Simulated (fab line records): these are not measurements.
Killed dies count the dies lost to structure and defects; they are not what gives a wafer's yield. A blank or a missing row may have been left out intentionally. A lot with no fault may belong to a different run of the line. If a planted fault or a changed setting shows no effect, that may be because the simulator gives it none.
Chamber matching + flow n5 finfet + N5_MOL_CONTACT_COAG_ALD_27 on ald sin-01: 4 sister chambers
The step deposits SiOC, target thk 17 nm, pulse time 1.5 s, time 2720 s. 8 wafers are shown with their chamber, then 10 later ones without.

## EACH WAFER AND ITS CHAMBER
| wafer  | chamber | heater power outer w (W) | heater power w (W) |
|--------|---------|--------------------------|--------------------|
| L079.6 | 2       | 447                      | 876                |
| L081.6 | 2       | 470                      | 864                |
| L083.2 | 0       | 511                      | 786                |
| L090.1 | 1       | 448                      | 781                |
| L090.3 | 3       | 575                      | 898                |
| L090.4 | 0       | 490                      | 780                |
| L091.1 | 1       | 449                      | 800                |
| L091.2 | 3       | 575                      | 879                |

## WAFERS WITHOUT THEIR CHAMBER
| wafer  | heater power outer w (W) | heater power w (W) |
|--------|--------------------------|--------------------|
| L091.6 | 515                      | 802                |
| L092.1 | 556                      | 875                |
| L092.2 | 475                      | 861                |
| L092.4 | 460                      | 777                |
| L096.1 | 470                      | 853                |
| L096.2 | 506                      | 793                |
| L096.5 | 459                      | 790                |
| L097.1 | 563                      | 851                |
| L097.2 | 509                      | 829                |
| L097.5 | 461                      | 801                |

## THE CHAMBER EACH PASSED THROUGH
| wafer  | from the rows above     | in truth |
|--------|-------------------------|----------|
| L091.6 | 0                       | 0        |
| L092.1 | 3                       | 3        |
| L092.2 | 2                       | 2        |
| L092.4 | 1                       | 1        |
| L096.1 | 2                       | 2        |
| L096.2 | 0                       | 0        |
| L096.5 | 1                       | 1        |
| L097.1 | 3                       | 3        |
| L097.2 | can't be placed: 0 or 2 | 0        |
| L097.5 | 1                       | 1        |
9 of 10 placed correctly. Can't be placed from these rows: 1 (the true chamber is among the candidates in 1). 0 placed wrongly.
How it was worked out, from the rows above alone: a wafer's distance from a chamber is the root of the sum, over the readings, of the square of ((its reading less the chamber's mean) divided by the reading's scatter). The wafer belongs to the nearest chamber; if the next one is less than 2 further off, it can't be placed. Each chamber's mean is taken over the wafers shown for it. How the scatter is found: for the shown wafers, subtract from each reading the mean of its chamber, square and add these, divide the total by (wafers less chambers), then take the root.
